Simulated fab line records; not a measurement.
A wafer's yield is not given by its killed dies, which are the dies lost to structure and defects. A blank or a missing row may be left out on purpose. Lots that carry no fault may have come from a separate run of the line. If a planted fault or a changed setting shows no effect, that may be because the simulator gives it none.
Which tool did it? + flow nandHarc + 13 lots, 39 wafers sampled, at 4 steps of a route of 1302

== WHAT EACH GAUGE READ, for each wafer ==
NHARC_A_ONON_D1_THK_MEAS_05: measures by ellipsometry. Usual: thkNm reads 1005 nm (standard deviation 8.3).
| lot  | measured     | on           | thkNm (nm)     | flag |
|------|--------------|--------------|----------------|------|
| L294 | day 7 14:41  | filmMetro-02 | 999 1001 1002  |      |
| L295 | day 8 09:35  | filmMetro-01 | 1008 1006 1005 |      |
| L297 | day 9 01:49  | filmMetro-01 | 995 997 995    |      |
| L298 | day 9 06:53  | filmMetro-02 | 1018 1018 1017 |      |
| L300 | day 10 09:57 | filmMetro-02 | 1004 1004 1003 |      |
| L305 | day 12 08:35 | filmMetro-02 | 1021 1019 1017 |      |
| L308 | day 13 19:25 | filmMetro-01 | 1008 1006 1008 |      |
| L310 | day 14 07:23 | filmMetro-01 | 1003 1001 1002 |      |
| L312 | day 15 03:52 | filmMetro-01 | 1007 1004 1006 |      |
| L313 | day 15 14:15 | filmMetro-02 | 993 998 996    |      |
| L314 | day 15 23:49 | filmMetro-01 | 1014 1018 1016 |      |
| L315 | day 16 15:13 | filmMetro-01 | 1008 1011 1010 |      |
| L317 | day 17 07:55 | filmMetro-02 | 998 998 1000   |      |

NHARC_A_ONON_D1_THK_MEAS_24: measures by ellipsometry. Usual: thkNm reads 999 nm (standard deviation 7.2).
| lot  | measured     | on           | thkNm (nm)     | flag |
|------|--------------|--------------|----------------|------|
| L294 | day 8 01:19  | filmMetro-02 | 984 986 982    |      |
| L295 | day 8 21:26  | filmMetro-01 | 1003 1004 1006 |      |
| L297 | day 9 12:40  | filmMetro-01 | 1004 1004 1004 |      |
| L298 | day 9 17:27  | filmMetro-01 | 1003 1004 1003 |      |
| L300 | day 11 00:13 | filmMetro-02 | 687 990 990    | OFF  |
| L305 | day 12 20:37 | filmMetro-02 | 1002 1004 1002 |      |
| L308 | day 14 07:10 | filmMetro-02 | 1004 1002 1004 |      |
| L310 | day 14 19:20 | filmMetro-01 | 993 993 994    |      |
| L312 | day 15 14:30 | filmMetro-02 | 996 997 997    |      |
| L313 | day 16 02:47 | filmMetro-02 | 1005 1004 1005 |      |
| L314 | day 16 10:16 | filmMetro-02 | 996 994 996    |      |
| L315 | day 17 02:10 | filmMetro-01 | 992 991 991    |      |
| L317 | day 17 18:29 | filmMetro-02 | 994 994 995    |      |

== WHAT TOOL EACH LOT RAN ON (gives the tool, then ch and the chambers of the sampled wafers, and finally the start) ==
| lot  | NHARC_A_ZERO_WELL_DESCUM_12       | NHARC_A_ONON_D1_DEP_22          |
|------|-----------------------------------|---------------------------------|
| L294 | rieDiel-11 ch 0,2, day 6 14:51    | pecvdOnon-04 ch 0, day 8 00:49  |
| L295 | rieDiel-06 ch 0,1,3, day 7 12:08  | pecvdOnon-01 ch 0, day 8 21:02  |
| L297 | rieDiel-06 ch 0,1,2, day 8 03:49  | pecvdOnon-03 ch 0, day 9 12:13  |
| L298 | rieDiel-11 ch 0,1,2, day 8 07:44  | pecvdOnon-01 ch 0, day 9 16:56  |
| L300 | rieDiel-06 ch 0,1,2, day 9 10:28  | pecvdOnon-01 ch 0, day 10 23:43 |
| L305 | rieDiel-06 ch 0,2,3, day 11 09:55 | pecvdOnon-04 ch 0, day 12 20:07 |
| L308 | rieDiel-06 ch 0,1,2, day 12 20:55 | pecvdOnon-03 ch 0, day 14 06:43 |
| L310 | rieDiel-11 ch 0,1,2, day 13 08:55 | pecvdOnon-04 ch 0, day 14 18:52 |
| L312 | rieDiel-06 ch 0,2,3, day 14 04:21 | pecvdOnon-01 ch 0, day 15 13:59 |
| L313 | rieDiel-06 ch 0,1,2, day 14 14:37 | pecvdOnon-01 ch 0, day 16 02:17 |
| L314 | rieDiel-06 ch 0,1, day 15 01:28   | pecvdOnon-01 ch 0, day 16 09:49 |
| L315 | rieDiel-06 ch 1,2,3, day 15 16:31 | pecvdOnon-01 ch 0, day 17 01:40 |
| L317 | rieDiel-11 ch 2,3, day 16 07:20   | pecvdOnon-03 ch 0, day 17 18:02 |
- NHARC_A_ZERO_WELL_DESCUM_12: chemistry O2, time 3 s.
- NHARC_A_ONON_D1_DEP_22: target thk 1000 nm.

== WHAT THE TOOLS THEMSELVES READ (means of the sampled wafers that have a number; where no wafer has one, the mark that the record gives instead) ==
NHARC_A_ZERO_WELL_DESCUM_12. Usual: drypumpMotorCurrentA 5.6 A, standard deviation 0.46; o2FlowSccm 199.9 sccm, standard deviation 0.65; oesProductAu 0.999 a.u., standard deviation 0.011; rfVppV 57.5 V, standard deviation 1; showerheadPlenumPTorr 1.88 Torr, standard deviation 0.09; throttleValvePct 11.311 %, standard deviation 0.0085.
| lot  | tool       | drypumpMotorCurrentA (A) | o2FlowSccm (sccm) | oesProductAu (a.u.) | rfVppV (V) | showerheadPlenumPTorr (Torr) | throttleValvePct (%) | flag |
|------|------------|--------------------------|-------------------|---------------------|------------|------------------------------|----------------------|------|
| L294 | rieDiel-11 | 6.0                      | 200.1             | 0.994               | 57.1       | 1.81                         | 11.312               |      |
| L295 | rieDiel-06 | 5.5                      | 200.2             | 0.994               | 57.6       | 1.87                         | 11.308               |      |
| L297 | rieDiel-06 | 5.3                      | 199.9             | 1.005               | 58.0       | 1.91                         | 11.320               |      |
| L298 | rieDiel-11 | 5.9                      | 199.9             | 0.989               | 57.4       | 1.81                         | 11.309               |      |
| L300 | rieDiel-06 | 5.3                      | 200.1             | 1.006               | 57.5       | 1.91                         | 11.319               |      |
| L305 | rieDiel-06 | 5.8                      | 199.9             | 1.002               | 57.0       | 1.90                         | 11.309               |      |
| L308 | rieDiel-06 | 5.3                      | 199.4             | 1.004               | 57.4       | 1.91                         | 11.316               |      |
| L310 | rieDiel-11 | 5.8                      | 200.6             | 1.007               | 58.1       | 1.80                         | 11.308               |      |
| L312 | rieDiel-06 | 5.8                      | 199.7             | 1.003               | 57.7       | 1.90                         | 11.311               |      |
| L313 | rieDiel-06 | 5.3                      | 199.7             | 0.997               | 57.5       | 1.91                         | 11.310               |      |
| L314 | rieDiel-06 | 5.0                      | 200.1             | 0.983               | 57.2       | 1.87                         | 11.305               |      |
| L315 | rieDiel-06 | 5.5                      | 200.1             | 1.002               | 57.6       | 1.94                         | 11.305               |      |
| L317 | rieDiel-11 | 5.9                      | 199.4             | 0.988               | 56.5       | 1.81                         | 11.313               |      |

NHARC_A_ONON_D1_DEP_22. Usual: nh3FlowSccm reads 500.6 sccm (standard deviation 1.5).
| lot  | tool         | nh3FlowSccm (sccm) | flag |
|------|--------------|--------------------|------|
| L294 | pecvdOnon-04 | 501.4              |      |
| L295 | pecvdOnon-01 | 502.0              |      |
| L297 | pecvdOnon-03 | 501.3              |      |
| L298 | pecvdOnon-01 | 500.1              |      |
| L300 | pecvdOnon-01 | 500.6              |      |
| L305 | pecvdOnon-04 | 501.0              |      |
| L308 | pecvdOnon-03 | 498.9              |      |
| L310 | pecvdOnon-04 | 500.2              |      |
| L312 | pecvdOnon-01 | 499.1              |      |
| L313 | pecvdOnon-01 | 500.0              |      |
| L314 | pecvdOnon-01 | 500.8              |      |
| L315 | pecvdOnon-01 | 499.3              |      |
| L317 | pecvdOnon-03 | 499.4              |      |

== THE ANSWER, worked out from the rows above alone ==
Rule: lot off if the mean of its wafers having a number is beyond 3 standard deviations from the usual mean. A lot without any number at a reading at which 4 lots or more have one is off too. Where the step has rows for the other lots, those lots are counted as sound. First the gauges in route order, then the tools' own readings, where a lot's mean is used as printed above. At the first step where some lot is off, the reading lying furthest off is the one used; lots without a number count as furthest.
Off, at NHARC_A_ONON_D1_THK_MEAS_24 on thkNm: L300.
A tool fits if, at a process step before that reading, it ran every lot that is off, and no sound lot after the first of them. The gauges at NHARC_A_ONON_D1_THK_MEAS_24 are tried like those tools. No candidate that was tried fits.

== WHAT THE SIMULATOR HAD PUT IN ==
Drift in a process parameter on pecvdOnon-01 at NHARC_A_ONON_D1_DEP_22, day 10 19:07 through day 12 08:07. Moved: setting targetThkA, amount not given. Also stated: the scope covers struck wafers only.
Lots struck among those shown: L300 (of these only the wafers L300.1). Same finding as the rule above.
